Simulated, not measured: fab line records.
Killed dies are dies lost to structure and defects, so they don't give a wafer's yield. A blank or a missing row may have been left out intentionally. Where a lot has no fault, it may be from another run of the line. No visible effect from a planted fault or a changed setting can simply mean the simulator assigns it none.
Chamber matching :: flow nandHarc :: NHARC_P_CONTACT_ALD_22 on aldMetal-02: 4 sister chambers
The step deposits TiN, target thk 3 nm, pulse time 1 s, ald cycles 150. 30 wafers are shown with their chamber, then 12 later ones without.

== WAFERS, EACH WITH ITS CHAMBER ==
wafer: L074.4
chamber: 2
heaterPowerW (W): 1073
precursorPulseHeightRel: 1.011

wafer: L074.5
chamber: 2
heaterPowerW (W): 1105
precursorPulseHeightRel: 1.003

wafer: L074.6
chamber: 1
heaterPowerW (W): 1097
precursorPulseHeightRel: 1.004

wafer: L076.1
chamber: 2
heaterPowerW (W): 1086
precursorPulseHeightRel: 0.972

wafer: L076.4
chamber: 1
heaterPowerW (W): 1127
precursorPulseHeightRel: 1.019

wafer: L076.5
chamber: 2
heaterPowerW (W): 1099
precursorPulseHeightRel: 0.994

wafer: L077.2
chamber: 0
heaterPowerW (W): 1056
precursorPulseHeightRel: 0.997

wafer: L077.4
chamber: 3
heaterPowerW (W): 1005
precursorPulseHeightRel: 1.010

wafer: L077.5
chamber: 0
heaterPowerW (W): 1051
precursorPulseHeightRel: 0.992

wafer: L078.1
chamber: 1
heaterPowerW (W): 1119
precursorPulseHeightRel: 1.032

wafer: L078.4
chamber: 3
heaterPowerW (W): 1002
precursorPulseHeightRel: 1.000

wafer: L078.5
chamber: 3
heaterPowerW (W): 1034
precursorPulseHeightRel: 0.987

wafer: L080.1
chamber: 2
heaterPowerW (W): 1077
precursorPulseHeightRel: 1.034

wafer: L080.3
chamber: 3
heaterPowerW (W): 1019
precursorPulseHeightRel: 1.009

wafer: L080.4
chamber: 0
heaterPowerW (W): 1037
precursorPulseHeightRel: 1.008

wafer: L080.2
chamber: 1
heaterPowerW (W): 1082
precursorPulseHeightRel: 0.976

wafer: L080.5
chamber: 3
heaterPowerW (W): 988
precursorPulseHeightRel: 1.003

wafer: L080.6
chamber: 2
heaterPowerW (W): 1090
precursorPulseHeightRel: 0.996

wafer: L081.1
chamber: 0
heaterPowerW (W): 1026
precursorPulseHeightRel: 1.022

wafer: L081.5
chamber: 2
heaterPowerW (W): 1090
precursorPulseHeightRel: 1.021

wafer: L081.6
chamber: 3
heaterPowerW (W): 1004
precursorPulseHeightRel: 1.029

wafer: L085.1
chamber: 1
heaterPowerW (W): 1112
precursorPulseHeightRel: 1.019

wafer: L085.3
chamber: 0
heaterPowerW (W): 1072
precursorPulseHeightRel: 0.987

wafer: L085.4
chamber: 3
heaterPowerW (W): 1010
precursorPulseHeightRel: 0.992

wafer: L086.1
chamber: 1
heaterPowerW (W): 1109
precursorPulseHeightRel: 1.012

wafer: L086.3
chamber: 0
heaterPowerW (W): 1025
precursorPulseHeightRel: 0.980

wafer: L086.4
chamber: 3
heaterPowerW (W): 1046
precursorPulseHeightRel: 1.013

wafer: L087.4
chamber: 1
heaterPowerW (W): 1111
precursorPulseHeightRel: 1.010

wafer: L087.5
chamber: 3
heaterPowerW (W): 1011
precursorPulseHeightRel: 0.984

wafer: L087.6
chamber: 0
heaterPowerW (W): 1045
precursorPulseHeightRel: 1.001

SIGNATURES (averages over the wafers above)
reading: heaterPowerW
chamber 0: 1044.57
chamber 1: 1108.14
chamber 2: 1088.57
chamber 3: 1013.22
scatter within a chamber: 15.5

reading: precursorPulseHeightRel
chamber 0: 0.99814
chamber 1: 1.01029
chamber 2: 1.00443
chamber 3: 1.00300
scatter within a chamber: 0.0165
Rule: distance of a wafer from a chamber = root of the sum over the readings of ((wafer's reading minus chamber's mean) / reading's scatter) squared. The wafer belongs to the nearest chamber; if the next one is less than 2 further off, it can't be placed. The scatter: the root of (the sum of the squares of (reading less its chamber's mean) over the shown wafers, divided by (wafers less chambers)).

== WAFERS WHOSE CHAMBER IS MISSING ==
wafer: L089.2
heaterPowerW (W): 1069
precursorPulseHeightRel: 0.997

wafer: L089.4
heaterPowerW (W): 1056
precursorPulseHeightRel: 1.014

wafer: L089.6
heaterPowerW (W): 1109
precursorPulseHeightRel: 1.035

wafer: L094.1
heaterPowerW (W): 1075
precursorPulseHeightRel: 1.018

wafer: L094.2
heaterPowerW (W): 1056
precursorPulseHeightRel: 1.016

wafer: L094.6
heaterPowerW (W): 1071
precursorPulseHeightRel: 0.987

wafer: L095.2
heaterPowerW (W): 1068
precursorPulseHeightRel: 0.995

wafer: L095.5
heaterPowerW (W): 1088
precursorPulseHeightRel: 1.002

wafer: L095.6
heaterPowerW (W): 1034
precursorPulseHeightRel: 1.009

wafer: L097.3
heaterPowerW (W): 1072
precursorPulseHeightRel: 0.972

wafer: L097.4
heaterPowerW (W): 966
precursorPulseHeightRel: 0.992

wafer: L097.6
heaterPowerW (W): 1073
precursorPulseHeightRel: 0.997

== EACH ONE'S CHAMBER ==
wafer: L089.2
from the rows above: can't be placed: 2 or 0 or 1
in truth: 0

wafer: L089.4
from the rows above: can't be placed: 0 or 2 or 3
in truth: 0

wafer: L089.6
from the rows above: can't be placed: 1 or 2
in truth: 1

wafer: L094.1
from the rows above: can't be placed: 2 or 1 or 0
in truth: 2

wafer: L094.2
from the rows above: can't be placed: 0 or 2 or 3
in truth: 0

wafer: L094.6
from the rows above: can't be placed: 2 or 0 or 1
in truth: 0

wafer: L095.2
from the rows above: can't be placed: 2 or 0 or 1
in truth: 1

wafer: L095.5
from the rows above: can't be placed: 2 or 1
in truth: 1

wafer: L095.6
from the rows above: can't be placed: 0 or 3
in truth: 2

wafer: L097.3
from the rows above: can't be placed: 2 or 0 or 1 or 3
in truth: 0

wafer: L097.4
from the rows above: can't be placed: 3 or 0
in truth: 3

wafer: L097.6
from the rows above: can't be placed: 2 or 0 or 1
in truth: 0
Correctly placed: 0 of 12. Unplaceable from these rows: 12, with the true chamber sitting among the candidates in 11. Placed wrongly: 0.
